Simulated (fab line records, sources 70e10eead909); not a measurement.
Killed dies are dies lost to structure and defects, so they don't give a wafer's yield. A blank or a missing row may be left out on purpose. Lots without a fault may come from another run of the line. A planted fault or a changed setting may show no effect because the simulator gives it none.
Chamber matching | flow nand_harc | NHARC_A_M0_CMP_23 on cmp-01: 4 sister chambers
The step polishes, t overpolish 20 s, target thk 113.75 nm. 4 wafers are shown with their chamber, then 8 later ones without.

WAFERS WITH THEIR CHAMBER
wafer  | chamber | motor_current_A (A)
L085.6 | 3       | 11.1
L089.3 | 1       | 12.3
L089.4 | 2       | 15.3
L094.1 | 0       | 12.0

WAFERS WITHOUT THEIR CHAMBER
wafer  | motor_current_A (A)
L094.2 | 10.9
L094.3 | 12.3
L096.1 | 11.5
L096.4 | 11.7
L096.6 | 11.1
L095.3 | 11.7
L095.4 | 12.0
L095.6 | 11.8

WHICH CHAMBER EACH WENT THROUGH
wafer  | from the rows above          | in truth
L094.2 | 3                            | 3
L094.3 | can't be placed: 1 or 0      | 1
L096.1 | can't be placed: 3 or 0 or 1 | 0
L096.4 | can't be placed: 0 or 3 or 1 | 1
L096.6 | 3                            | 3
L095.3 | can't be placed: 0 or 3 or 1 | 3
L095.4 | can't be placed: 0 or 1      | 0
L095.6 | can't be placed: 0 or 1      | 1
Placed correctly: 2 of 8. Can't be placed from these rows: 6 (the true chamber is among the candidates in 6). Placed wrongly: 0.
How it was worked out, from the rows above alone: a wafer's distance from a chamber is the root of the sum, over the readings, of the square of ((its reading less the chamber's mean) divided by the reading's scatter). The wafer belongs to the nearest chamber; if the next one is less than 2 further off, it can't be placed. A chamber's mean is the mean of its shown wafers. The scatter: with one shown wafer a chamber, the root of the mean of the squares of how far each hidden wafer lies from its nearest shown one.
